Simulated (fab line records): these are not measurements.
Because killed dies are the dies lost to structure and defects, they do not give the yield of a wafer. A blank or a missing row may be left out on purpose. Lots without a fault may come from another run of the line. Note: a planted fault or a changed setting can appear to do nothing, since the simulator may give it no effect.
Matching of chambers ; flow nandHarc ; NHARC_A_STAIRCASE_DESCUM_186 on rieDiel-12: 4 sister chambers
The step chemistry O2, time 3 s. 4 wafers are shown with their chamber, then 7 later ones without.

## WAFERS, EACH WITH ITS CHAMBER
wafer;chamber;showerheadPlenumPTorr (Torr)
L082.3;1;1.91
L085.2;3;1.93
L086.1;2;1.89
L086.2;0;1.78

## WAFERS WITH NO CHAMBER GIVEN
wafer;showerheadPlenumPTorr (Torr)
L086.5;1.89
L092.1;1.77
L092.3;1.92
L092.4;1.88
L091.2;1.91
L091.3;1.77
L091.5;1.77

## WHICH CHAMBER EACH ONE RAN IN
wafer;from the rows above;in truth
L086.5;2;2
L092.1;0;0
L092.3;can't be placed: 1 or 3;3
L092.4;2;2
L091.2;1;1
L091.3;0;0
L091.5;0;0
Placed correctly: 6 of 7. From these rows, 1 cannot be placed; in 1 the true chamber is one of the candidates. Placed wrongly: 0.
How it was worked out, from the rows above alone: a wafer's distance from a chamber is the root of the sum, over the readings, of the square of ((its reading less the chamber's mean) divided by the reading's scatter). If the next closest chamber is less than 2 further off than the closest, the wafer can't be placed; otherwise it belongs to the closest. The mean given for a chamber averages the wafers shown for that chamber. The scatter: with one shown wafer a chamber, the root of the mean of the squares of how far each hidden wafer lies from its nearest shown one.
